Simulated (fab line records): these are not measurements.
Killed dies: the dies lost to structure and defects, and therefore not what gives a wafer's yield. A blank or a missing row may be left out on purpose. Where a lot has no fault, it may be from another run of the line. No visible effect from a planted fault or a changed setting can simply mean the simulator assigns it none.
fab line records ; flow n5Finfet ; part 1 of 2: steps 1 to 20 of 27
record: lots: 5; wafers: 15; lastDay: 18
route steps=1938 shown BEOL_M9@1419
lots that met no fault: taken from a fault-free run of the same line
startH: the number of hours between the record's first day and the start of the first shown wafer of the lot ; waitH: hours from the lot's prior step to this one ; " the same as in the row above ; L1.1+2: one row covering several wafers at once ; - no value, or no start given ; * or withheld: withheld ; < > ~ a bound
route shown NAME@n: NAME is a module with steps in the file, n the number in the route of the first one ; usual: mean/standard deviation taken from wafers without a fault ; same: alike in all rows ; chamber/n: place in a boat ; sites: readings site by site ; _std_site: their standard deviation ; _edge_site: inner sites' mean taken away from outer sites' mean ; radiusMm: for every site, how far away it sits from the centre of the wafer ; mask NAME#n: copy n ; behind: the most recent tool/chamber to have shaped the wafer ; hold: what put the lot on hold/how long, in hours/how the hold closed ; device: names the non-switching transistor (n, p or np) ; end of line: at the end of the route, the tests of the same wafers ; a step without rows: its recipe alone ; killed: dies that structure and defects cost at the first sort, which is not the same as the wafer's yield ; map: shows each die of a wafer: x if killed, . if not, _ if none is there
set.NAME: the setting as run; set.NAME@STEP: as run at that earlier step ; model.NAME: the simulator's own value behind a step, which no gauge read
lots at some steps of the route; a table a step, a row a wafer
services: from which hour (startH, from the record's first day; less than 0 if before it) a tool's chamber was out of use, for how many hours, and why
== steps ==
step: N5_BEOL_M9_ETCH_62
recipe: chemistry: N2/H2; target: SOC; targetDepthA: 1100; overetchA: 220; maskMaterial: SiARC; tempC: 40; timeS: 165; ionEnergyEv: 200; pressureMtorr: 30; sourceW: 840; biasW: 150; n2FlowSccm: 200; h2FlowSccm: 200
usual: drypumpMotorCurrentA: 5.7/0.55; h2FlowSccm: 200.0/0.62; oesProductAu: 0.67/0.067; rfVppV: 524.0/2.4; showerheadPlenumPTorr: 2.54/0.077; throttleValvePct: 17.81/0.22
lot.wafer;tool;chamber;startH;waitH;drypumpMotorCurrentA;h2FlowSccm;oesProductAu;rfHoursCounterH;rfVppV;showerheadPlenumPTorr;throttleValvePct
L080.2;rieDiel-01;1;247.80;0.0;4.8;199.8;0.58;215;528.0;2.62;17.82
L080.3;rieDiel-01;3;247.80;0.0;5.9;199.2;0.61;209;520.5;2.43;18.09
L080.6;rieDiel-01;3;247.80;0.0;5.9;200.7;0.62;-;520.4;2.43;18.08
L086.2;rieDiel-01;1;301.58;0.0;4.8;200.2;0.59;229;525.8;2.61;17.85
L086.5;rieDiel-01;3;301.58;0.0;5.9;200.4;0.61;-;519.7;2.43;18.10
L086.6;rieDiel-01;0;301.58;0.0;5.2;200.1;0.62;-;525.7;2.53;18.13
L092.4;rieDiel-01;2;329.18;0.0;6.0;200.4;0.65;132;523.5;2.54;17.86
L092.5;rieDiel-01;0;329.18;0.0;5.2;200.7;0.62;-;525.1;2.52;18.16
L092.6;rieDiel-01;3;329.18;0.0;5.9;199.7;0.61;-;520.0;2.42;18.11
L095.2;rieDiel-03;3;342.35;0.0;5.4;200.7;0.80;6;525.9;2.61;17.73
L095.4;rieDiel-03;0;342.35;0.0;6.5;199.3;0.74;46;526.1;2.60;17.64
L095.5;rieDiel-03;0;342.35;0.0;6.5;199.6;0.74;-;524.2;2.60;17.63
L097.2;rieDiel-03;3;357.00;0.0;5.4;200.2;0.78;10;525.9;2.61;17.74
L097.4;rieDiel-03;0;357.00;0.0;6.5;200.5;0.74;51;526.9;2.60;17.65
L097.5;rieDiel-03;3;357.00;0.0;5.4;199.6;0.78;-;524.7;2.61;17.73
step: N5_BEOL_M9_STRIP_68
recipe: chemistry: N2/H2; tempC: 40; n2FlowSccm: 200; h2FlowSccm: 200; rfFrequencyHz: 6e+07
lot.wafer;tool;chamber;startH;waitH
L080.2+3+6;rieDiel-01;1,3,3;247.94;0.1
L086.2+5+6;rieDiel-01;1,3,0;301.72;0.1
L092.4+5+6;rieDiel-01;2,0,3;329.32;0.1
L095.2+4+5;rieDiel-03;3,0,0;342.49;0.1
L097.2+4+5;rieDiel-03;3,0,3;357.14;0.1
step: N5_BEOL_M9_STRIP_67
recipe: chemistry: CF4; resist: SiARC; powerW: 300; biasPowerW: 75; pressureMtorr: 50; cf4FlowSccm: 150; rfFrequencyHz: 6e+07
usual: drypumpMotorCurrentA: 5.7/0.55; oesProductAu: 0.78/0.078; rfVppV: 271.1/1.5; showerheadPlenumPTorr: 1.79/0.052; throttleValvePct: 13.58/0.28
lot.wafer;tool;chamber;startH;waitH;drypumpMotorCurrentA;oesProductAu;rfHoursCounterH;rfVppV;showerheadPlenumPTorr;throttleValvePct
L080.2;rieDiel-01;1;247.95;0.0;4.8;0.70;216;272.7;1.85;13.68
L080.3;rieDiel-01;3;247.95;0.0;5.9;0.74;209;268.5;1.71;13.73
L080.6;rieDiel-01;3;247.95;0.0;5.9;0.73;-;270.5;1.71;13.75
L086.2;rieDiel-01;1;301.73;0.0;4.8;0.68;229;272.3;1.84;13.71
L086.5;rieDiel-01;3;301.73;0.0;5.9;0.73;-;268.7;1.70;13.76
L086.6;rieDiel-01;0;301.73;0.0;5.2;0.74;-;272.6;1.80;13.95
L092.4;rieDiel-01;2;329.33;0.0;6.0;0.76;132;271.5;1.81;13.70
L092.5;rieDiel-01;0;329.33;0.0;5.2;0.73;-;270.4;1.79;13.98
L092.6;rieDiel-01;3;329.33;0.0;5.9;0.72;-;270.1;1.70;13.76
L095.2;rieDiel-03;3;342.50;0.0;5.4;0.94;6;271.9;1.83;13.37
L095.4;rieDiel-03;0;342.50;0.0;6.5;0.88;46;272.4;1.81;13.12
L095.5;rieDiel-03;0;342.50;0.0;6.5;0.87;-;270.7;1.81;13.12
L097.2;rieDiel-03;3;357.15;0.0;5.4;0.93;10;270.8;1.83;13.39
L097.4;rieDiel-03;0;357.15;0.0;6.5;0.88;51;272.3;1.81;13.13
L097.5;rieDiel-03;3;357.15;0.0;5.4;0.92;-;272.2;1.83;13.38
step: N5_BEOL_M9_HM_OPEN_17
recipe: chemistry: Cl2/BCl3; targetDepthA: 200; overetchA: 60; target: TiN; maskMaterial: SOC; ionEnergyEv: 150; pressureMtorr: 10; icpW: 1000; biasW: 126; Cl2_flow_sccm: 53.25; bcl3FlowSccm: 21.75; Ar_flow_sccm: 25
usual: drypumpMotorCurrentA: 5.93/0.28; heBacksideLeakSccm: 3.27/0.18; mfcArSccm: 25.00/0.074; oesProductAu: 0.69/0.1; throttleValvePct: 22.18/0.19
lot.wafer;tool;chamber;startH;waitH;drypumpMotorCurrentA;heBacksideLeakSccm;mfcArSccm;oesProductAu;rfHoursCounterH;throttleValvePct
L080.2;rieMetal-03;0;247.99;0.0;6.13;3.42;24.94;0.54;126;22.26
L080.3;rieMetal-03;1;247.99;0.0;5.99;2.98;25.09;0.68;-;22.15
L080.6;rieMetal-03;1;247.99;0.0;5.99;3.02;25.14;0.67;-;22.15
L086.2;rieMetal-01;0;301.77;0.0;6.31;3.08;25.01;0.64;47;22.01
L086.5;rieMetal-01;0;301.77;0.0;6.27;3.13;25.11;0.63;-;22.02
L086.6;rieMetal-01;1;301.77;0.0;6.18;3.43;24.97;0.76;-;22.07
L092.4;rieMetal-02;1;329.40;0.1;5.46;3.21;24.94;0.82;-;22.12
L092.5;rieMetal-02;0;329.40;0.1;5.74;3.30;25.04;0.77;-;22.48
L092.6;rieMetal-02;1;329.40;0.1;5.45;3.15;25.04;0.82;-;22.12
L095.2;rieMetal-02;1;342.54;0.0;5.47;3.12;24.98;0.80;2;22.15
L095.4;rieMetal-02;0;342.54;0.0;5.79;3.41;24.96;0.77;-;22.46
L095.5;rieMetal-02;0;342.54;0.0;5.77;3.40;25.05;0.77;-;22.49
L097.2;rieMetal-03;1;357.20;0.0;6.01;3.24;25.10;0.64;51;22.18
L097.4;rieMetal-03;0;357.20;0.0;6.13;3.35;25.02;0.78;-;21.84
L097.5;rieMetal-03;0;357.20;0.0;6.13;3.29;25.03;0.78;-;21.85
step: N5_BEOL_M9_STRIP_19
recipe: chemistry: O2; powerW: 400; tempC: 40; pressureMtorr: 30; rfFrequencyHz: 6e+07; biasPowerW: 0; overashFraction: 0.2; o2FlowSccm: 225
usual: drypumpMotorCurrentA: 5.7/0.57; oesProductAu: 0.80/0.096; rfVppV: 3.6/0.57; showerheadPlenumPTorr: 2.10/0.06; throttleValvePct: 16.68/0.25
lot.wafer;tool;chamber;startH;waitH;drypumpMotorCurrentA;oesProductAu;rfHoursCounterH;rfVppV;showerheadPlenumPTorr;throttleValvePct
L080.2;rieDiel-06;0;248.22;0.2;6.3;0.74;186;2.9;2.00;16.90
L080.3;rieDiel-06;3;248.22;0.2;5.7;0.77;123;2.8;2.19;16.63
L080.6;rieDiel-06;1;248.22;0.2;5.0;0.70;-;3.9;2.08;16.80
L086.2;rieDiel-06;2;301.94;0.1;4.9;0.86;67;3.6;2.04;16.24
L086.5;rieDiel-06;1;301.94;0.1;5.1;0.71;-;3.8;2.07;16.79
L086.6;rieDiel-06;0;301.94;0.1;6.2;0.73;-;2.6;1.99;16.90
L092.4;rieDiel-01;3;329.48;0.1;5.9;0.71;227;3.7;2.01;16.99
L092.5;rieDiel-01;2;329.48;0.1;6.0;0.77;-;4.2;2.08;16.61
L092.6;rieDiel-01;3;329.48;0.1;5.9;0.71;-;3.6;2.01;16.95
L095.2;rieDiel-03;0;342.65;0.1;6.5;0.89;46;3.5;2.15;16.35
L095.4;rieDiel-03;3;342.65;0.1;5.4;0.95;6;3.3;2.17;16.67
L095.5;rieDiel-03;3;342.65;0.1;5.4;0.95;-;3.0;2.17;16.67
L097.2;rieDiel-01;3;357.31;0.1;5.9;0.70;235;4.5;2.00;16.98
L097.4;rieDiel-01;1;357.31;0.1;4.8;0.67;248;3.5;2.13;16.73
L097.5;rieDiel-01;1;357.31;0.1;4.8;0.68;-;2.7;2.13;16.72
step: N5_BEOL_M9_CD_MEAS_18
recipe: pitchNm: 140; targetCdNm: 70
usual: cdNm: 69.9/0.6
lot.wafer;tool;chamber;startH;waitH;cdNm
L080.2;cdSem-02;-;248.29;0.1;69.8
L080.3;cdSem-02;-;248.29;0.1;69.0
L080.6;cdSem-02;-;248.29;0.1;68.8
L086.2;cdSem-03;-;302.01;0.1;69.4
L086.5;cdSem-03;-;302.01;0.1;69.9
L086.6;cdSem-03;-;302.01;0.1;69.8
L092.4;cdSem-02;-;329.55;0.1;69.9
L092.5;cdSem-02;-;329.55;0.1;70.1
L092.6;cdSem-02;-;329.55;0.1;69.5
L095.2;cdSem-02;-;342.72;0.1;69.8
L095.4;cdSem-02;-;342.72;0.1;69.8
L095.5;cdSem-02;-;342.72;0.1;69.2
L097.2;cdSem-02;-;357.39;0.1;69.8
L097.4;cdSem-02;-;357.39;0.1;70.3
L097.5;cdSem-02;-;357.39;0.1;70.8
step: N5_BEOL_M9_COAT_63
recipe: resist: SOC; tempC: 250; timeS: 60; spinRpm: 1500; resistThkNm: 60
usual: heaterPowerTotalW: 500.4/1.8
lot.wafer;tool;chamber;startH;waitH;heaterPowerTotalW
L080.2;lithoTrack-02;0;248.37;0.1;499.1
L080.3;lithoTrack-02;0;248.37;0.1;501.3
L080.6;lithoTrack-02;0;248.37;0.1;498.1
L086.2;lithoTrack-01;0;302.18;0.2;501.4
L086.5;lithoTrack-01;0;302.18;0.2;498.7
L086.6;lithoTrack-01;0;302.18;0.2;499.6
L092.4;lithoTrack-02;0;329.62;0.1;499.0
L092.5;lithoTrack-02;0;329.62;0.1;501.8
L092.6;lithoTrack-02;0;329.62;0.1;498.4
L095.2;lithoTrack-03;0;344.80;2.1;498.3
L095.4;lithoTrack-03;0;344.80;2.1;502.8
L095.5;lithoTrack-03;0;344.80;2.1;500.5
L097.2;lithoTrack-02;0;360.74;3.4;497.7
L097.4;lithoTrack-02;0;360.74;3.4;503.2
L097.5;lithoTrack-02;0;360.74;3.4;501.4
step: N5_BEOL_M9_COAT_64
recipe: resist: SiARC; tempC: 220; timeS: 60; spinRpm: 1500; resistThkNm: 12
usual: heaterPowerTotalW: 427.3/2.1
lot.wafer;tool;chamber;startH;waitH;heaterPowerTotalW
L080.2;lithoTrack-02;0;-;-;427.4
L080.3;lithoTrack-02;0;-;-;424.6
L080.6;lithoTrack-02;0;-;-;426.9
L086.2;lithoTrack-01;0;-;-;430.0
L086.5;lithoTrack-01;0;-;-;426.2
L086.6;lithoTrack-01;0;-;-;430.8
L092.4;lithoTrack-02;0;-;-;428.4
L092.5;lithoTrack-02;0;-;-;426.7
L092.6;lithoTrack-02;0;-;-;424.4
L095.2;lithoTrack-03;0;-;-;428.8
L095.4;lithoTrack-03;0;-;-;427.7
L095.5;lithoTrack-03;0;-;-;427.6
L097.2;lithoTrack-02;0;-;-;430.4
L097.4;lithoTrack-02;0;-;-;429.9
L097.5;lithoTrack-02;0;-;-;426.0
step: N5_BEOL_M9_COAT_75
recipe: resist: underlayer; tempC: 205; timeS: 60; spinRpm: 1500; resistThkNm: 5
usual: heaterPowerTotalW: 391.7/1.2
lot.wafer;tool;chamber;startH;waitH;heaterPowerTotalW
L080.2;lithoTrack-02;0;-;-;392.7
L080.3;lithoTrack-02;0;-;-;389.9
L080.6;lithoTrack-02;0;-;-;391.7
L086.2;lithoTrack-01;0;-;-;392.1
L086.5;lithoTrack-01;0;-;-;393.2
L086.6;lithoTrack-01;0;-;-;390.1
L092.4;lithoTrack-02;0;-;-;391.1
L092.5;lithoTrack-02;0;-;-;391.0
L092.6;lithoTrack-02;0;-;-;393.7
L095.2;lithoTrack-03;0;-;-;391.3
L095.4;lithoTrack-03;0;-;-;391.1
L095.5;lithoTrack-03;0;-;-;391.7
L097.2;lithoTrack-02;0;-;-;392.3
L097.4;lithoTrack-02;0;-;-;391.6
L097.5;lithoTrack-02;0;-;-;390.7
step: N5_BEOL_M9_COAT_22
recipe: resist: CAR-EUV; spinRpm: 1500; resistThkNm: 30
lot.wafer;tool;chamber;startH;waitH
L080.2+3+6;lithoTrack-02;0;-;-
L086.2+5+6;lithoTrack-01;0;-;-
L092.4+5+6;lithoTrack-02;0;-;-
L095.2+4+5;lithoTrack-03;0;-;-
L097.2+4+5;lithoTrack-02;0;-;-
step: N5_BEOL_M9_EBR_24
recipe: solvent: PGMEA; ebrWidthMm: 1.5
lot.wafer;tool;chamber;startH;waitH
L080.2+3+6;lithoTrack-02;0;-;-
L086.2+5+6;lithoTrack-01;0;-;-
L092.4+5+6;lithoTrack-02;0;-;-
L095.2+4+5;lithoTrack-03;0;-;-
L097.2+4+5;lithoTrack-02;0;-;-
step: N5_BEOL_M9_SOFTBAKE_23
recipe: tempC: 110; timeS: 60; resist: CAR-EUV
usual: heaterPowerTotalW: 175.4/1.6
lot.wafer;tool;chamber;startH;waitH;heaterPowerTotalW
L080.2;lithoTrack-02;0;-;-;174.5
L080.3;lithoTrack-02;0;-;-;177.3
L080.6;lithoTrack-02;0;-;-;174.1
L086.2;lithoTrack-01;0;-;-;176.6
L086.5;lithoTrack-01;0;-;-;175.2
L086.6;lithoTrack-01;0;-;-;173.5
L092.4;lithoTrack-02;0;-;-;177.0
L092.5;lithoTrack-02;0;-;-;175.5
L092.6;lithoTrack-02;0;-;-;174.8
L095.2;lithoTrack-03;0;-;-;177.7
L095.4;lithoTrack-03;0;-;-;176.3
L095.5;lithoTrack-03;0;-;-;177.1
L097.2;lithoTrack-02;0;-;-;177.2
L097.4;lithoTrack-02;0;-;-;176.1
L097.5;lithoTrack-02;0;-;-;177.3
step: N5_BEOL_M9_EXPOSE_25
recipe: maskId: V8; na: 0.33; sourceShape: annular; sigmaInner: 0.4; sigmaOuter: 0.8; polarization: unpolarized; doseMj: 37.25
usual: reticleTempC: 23.00/0.11
lot.wafer;tool;chamber;startH;waitH;mask;reticleTempC
L080.2;euvScanner-02;0;248.52;-;V8#0;22.93
L080.3;euvScanner-02;0;248.52;-;V8#0;22.87
L080.6;euvScanner-02;0;248.52;-;V8#0;22.83
L086.2;euvScanner-02;0;302.32;-;V8#0;22.99
L086.5;euvScanner-02;0;302.32;-;V8#0;22.91
L086.6;euvScanner-02;0;302.32;-;V8#0;23.03
L092.4;euvScanner-02;0;329.78;-;V8#0;23.09
L092.5;euvScanner-02;0;329.78;-;V8#0;23.04
L092.6;euvScanner-02;0;329.78;-;V8#0;22.96
L095.2;euvScanner-01;0;345.07;-;V8#0;23.01
L095.4;euvScanner-01;0;345.07;-;V8#0;23.08
L095.5;euvScanner-01;0;345.07;-;V8#0;23.05
L097.2;euvScanner-02;0;360.88;-;V8#0;22.90
L097.4;euvScanner-02;0;360.88;-;V8#0;22.91
L097.5;euvScanner-02;0;360.88;-;V8#0;23.16
step: N5_BEOL_M9_PEB_26
recipe: pebTempC: 100; pebTimeS: 60; resist: CAR-EUV
usual: heaterPowerTotalW: 154.1/1.1
lot.wafer;tool;chamber;startH;waitH;heaterPowerTotalW
L080.2;lithoTrack-01;0;248.58;0.1;153.6
L080.3;lithoTrack-01;0;248.58;0.1;152.6
L080.6;lithoTrack-01;0;248.58;0.1;153.5
L086.2;lithoTrack-01;0;302.37;0.0;155.4
L086.5;lithoTrack-01;0;302.37;0.0;154.1
L086.6;lithoTrack-01;0;302.37;0.0;153.9
L092.4;lithoTrack-03;0;329.82;0.0;155.4
L092.5;lithoTrack-03;0;329.82;0.0;154.5
L092.6;lithoTrack-03;0;329.82;0.0;155.7
L095.2;lithoTrack-03;0;345.12;0.0;153.0
L095.4;lithoTrack-03;0;345.12;0.0;155.7
L095.5;lithoTrack-03;0;345.12;0.0;153.3
L097.2;lithoTrack-03;0;360.94;0.0;152.3
L097.4;lithoTrack-03;0;360.94;0.0;154.8
L097.5;lithoTrack-03;0;360.94;0.0;154.9
step: N5_BEOL_M9_DEVELOP_27
recipe: developTimeS: 30; developer: TMAH; resist: CAR-EUV; rinseLiquid: surfactantRinse; dry: airSpin; devTempC: 23
lot.wafer;tool;chamber;startH;waitH
L080.2+3+6;lithoTrack-01;0;-;-
L086.2+5+6;lithoTrack-01;0;-;-
L092.4+5+6;lithoTrack-03;0;-;-
L095.2+4+5;lithoTrack-03;0;-;-
L097.2+4+5;lithoTrack-03;0;-;-
step: N5_BEOL_M9_CD_MEAS_28
recipe: targetCdNm: 70; landingEnergyEv: 500; detector: seInlens; polarity: opening
usual: cdNm: 70.02/0.28
lot.wafer;tool;chamber;startH;waitH;cdNm
L080.2;cdSem-02;0;248.64;-;69.95
L080.3;cdSem-02;0;248.64;-;69.74
L080.6;cdSem-02;0;248.64;-;70.17
L086.2;cdSem-03;0;302.44;-;69.77
L086.5;cdSem-03;0;302.44;-;69.44
L086.6;cdSem-03;0;302.44;-;69.85
L092.4;cdSem-03;0;329.89;-;69.81
L092.5;cdSem-03;0;329.89;-;70.02
L092.6;cdSem-03;0;329.89;-;69.94
L095.2;cdSem-03;0;345.19;-;69.91
L095.4;cdSem-03;0;345.19;-;69.93
L095.5;cdSem-03;0;345.19;-;70.17
L097.2;cdSem-02;0;361.01;-;70.10
L097.4;cdSem-02;0;361.01;-;70.27
L097.5;cdSem-02;0;361.01;-;69.63
step: N5_BEOL_M9_OVL_MEAS_29
recipe: pointsPerWafer: 522
usual: V8_OVL: 0.3/0.68
lot.wafer;tool;chamber;startH;waitH;V8_OVL[nm]
L080.2;overlay-01;0;248.68;0.0;0.9
L080.3;overlay-01;0;248.68;0.0;0.0
L080.6;overlay-01;0;248.68;0.0;0.5
L086.2;overlay-02;0;302.48;0.0;0.4
L086.5;overlay-02;0;302.48;0.0;0.3
L086.6;overlay-02;0;302.48;0.0;1.0
L092.4;overlay-01;0;329.93;0.0;-1.1
L092.5;overlay-01;0;329.93;0.0;-0.1
L092.6;overlay-01;0;329.93;0.0;-0.9
L095.2;overlay-02;0;345.23;0.0;-0.5
L095.4;overlay-02;0;345.23;0.0;-0.2
L095.5;overlay-02;0;345.23;0.0;-1.0
L097.2;overlay-01;0;361.04;0.0;1.6
L097.4;overlay-01;0;361.04;0.0;0.5
L097.5;overlay-01;0;361.04;0.0;0.5
step: N5_BEOL_M9_INSPECT_30
recipe: mode: adi; inspectInstrument: brightfield
usual: rawDefectCount: 430/88
lot.wafer;tool;chamber;startH;waitH;rawDefectCount
L080.2;defectInspect-02;-;248.73;0.0;315
L080.3;defectInspect-02;-;248.73;0.0;341
L080.6;defectInspect-02;-;248.73;0.0;299
L086.2;defectInspect-02;-;302.53;0.0;312
L086.5;defectInspect-02;-;302.53;0.0;449
L086.6;defectInspect-02;-;302.53;0.0;306
L092.4;defectInspect-01;-;329.98;0.0;421
L092.5;defectInspect-01;-;329.98;0.0;560
L092.6;defectInspect-01;-;329.98;0.0;337
L095.2;defectInspect-01;-;345.28;0.0;498
L095.4;defectInspect-01;-;345.28;0.0;463
L095.5;defectInspect-01;-;345.28;0.0;431
L097.2;defectInspect-02;-;361.10;0.0;413
L097.4;defectInspect-02;-;361.10;0.0;464
L097.5;defectInspect-02;-;361.10;0.0;368
step: N5_BEOL_M9_DESCUM_33
recipe: chemistry: O2; timeS: 7; sourcePowerW: 50; biasPowerW: 20; pressureMtorr: 20; rfFrequencyHz: 2.712e+07; tempC: 40; resist: CAR-EUV; o2FlowSccm: 225
usual: drypumpMotorCurrentA: 5.6/0.55; oesProductAu: 0.78/0.082; rfVppV: 242.9/1.3; showerheadPlenumPTorr: 2.08/0.062; throttleValvePct: 20.43/0.26
lot.wafer;tool;chamber;startH;waitH;drypumpMotorCurrentA;oesProductAu;rfHoursCounterH;rfVppV;showerheadPlenumPTorr;throttleValvePct
L080.2;rieDiel-01;3;248.76;0.0;5.9;0.73;210;242.5;2.01;20.73
L080.3;rieDiel-01;2;248.76;0.0;6.0;0.77;109;244.0;2.09;20.33
L080.6;rieDiel-01;3;248.76;0.0;5.9;0.72;-;241.9;2.01;20.75
L086.2;rieDiel-03;3;302.64;0.1;5.4;0.67;249;244.8;2.17;20.81
L086.5;rieDiel-03;3;302.64;0.1;5.4;0.67;-;244.5;2.17;20.79
L086.6;rieDiel-03;0;302.64;0.1;6.5;0.91;-;243.8;2.15;20.10
L092.4;rieDiel-06;0;330.60;0.6;6.2;0.72;-;241.8;1.98;20.64
L092.5;rieDiel-06;3;330.60;0.6;5.7;0.75;-;245.7;2.18;20.38
L092.6;rieDiel-06;2;330.60;0.6;5.0;0.85;-;242.5;2.03;20.03
L095.2;rieDiel-06;2;345.47;0.2;5.0;0.83;83;243.0;2.03;20.02
L095.4;rieDiel-06;0;345.47;0.2;6.2;0.71;217;241.3;1.98;20.66
L095.5;rieDiel-06;0;345.47;0.2;6.2;0.71;-;241.1;1.98;20.66
L097.2;rieDiel-01;3;361.13;0.0;5.9;0.71;236;241.6;2.00;20.77
L097.4;rieDiel-01;0;361.13;0.0;5.2;0.72;200;242.6;2.08;20.82
L097.5;rieDiel-01;0;361.13;0.0;5.2;0.73;-;242.1;2.08;20.83
step: N5_BEOL_M9_ETCH_76
recipe: chemistry: N2/H2; target: underlayer; targetDepthA: 65; maskMaterial: CAR-EUV; timeS: 5.2; ionEnergyEv: 200; pressureMtorr: 30; sourceW: 840; biasW: 150; n2FlowSccm: 200; h2FlowSccm: 200; ends: cleared
usual: drypumpMotorCurrentA: 5.6/0.55; etchRfOnTimeS: 5.21/0.14; h2FlowSccm: 199.9/0.56; oesProductAu: 0.66/0.068; rfVppV: 523.4/2.5; showerheadPlenumPTorr: 2.52/0.078; throttleValvePct: 17.84/0.23
lot.wafer;tool;chamber;startH;waitH;drypumpMotorCurrentA;etchRfOnTimeS;h2FlowSccm;oesProductAu;rfHoursCounterH;rfVppV;showerheadPlenumPTorr;throttleValvePct
L080.2;rieDiel-01;3;248.80;0.0;5.9;5.44;199.2;0.61;210;520.6;2.43;18.12
L080.3;rieDiel-01;2;248.80;0.0;6.0;4.97;199.1;0.67;109;522.7;2.55;17.84
L080.6;rieDiel-01;3;248.80;0.0;5.9;5.51;199.8;0.60;-;522.6;2.43;18.13
L086.2;rieDiel-03;3;302.67;0.0;5.4;5.12;199.4;0.58;249;526.6;2.61;18.12
L086.5;rieDiel-03;3;302.67;0.0;5.5;5.14;199.4;0.58;-;525.4;2.61;18.16
L086.6;rieDiel-03;0;302.67;0.0;6.5;5.13;200.5;0.78;-;525.4;2.61;17.65
L092.4;rieDiel-06;0;330.63;0.0;6.3;5.28;200.1;0.62;-;521.1;2.39;18.01
L092.5;rieDiel-06;3;330.63;0.0;5.7;5.08;200.4;0.65;-;527.8;2.64;17.79
L092.6;rieDiel-06;2;330.63;0.0;5.0;5.15;200.1;0.71;-;520.4;2.47;17.50
L095.2;rieDiel-06;2;345.51;0.0;4.9;5.20;199.5;0.71;83;519.6;2.47;17.53
L095.4;rieDiel-06;0;345.51;0.0;6.2;5.34;200.8;0.61;217;520.5;2.39;18.04
L095.5;rieDiel-06;0;345.51;0.0;6.2;5.36;200.3;0.61;-;521.0;2.39;18.06
L097.2;rieDiel-01;3;361.16;0.0;5.9;5.46;200.1;0.59;236;520.6;2.42;18.16
L097.4;rieDiel-01;0;361.16;0.0;5.2;5.02;198.9;0.63;200;523.9;2.52;18.15
L097.5;rieDiel-01;0;361.16;0.0;5.2;5.03;199.4;0.62;-;521.3;2.52;18.21
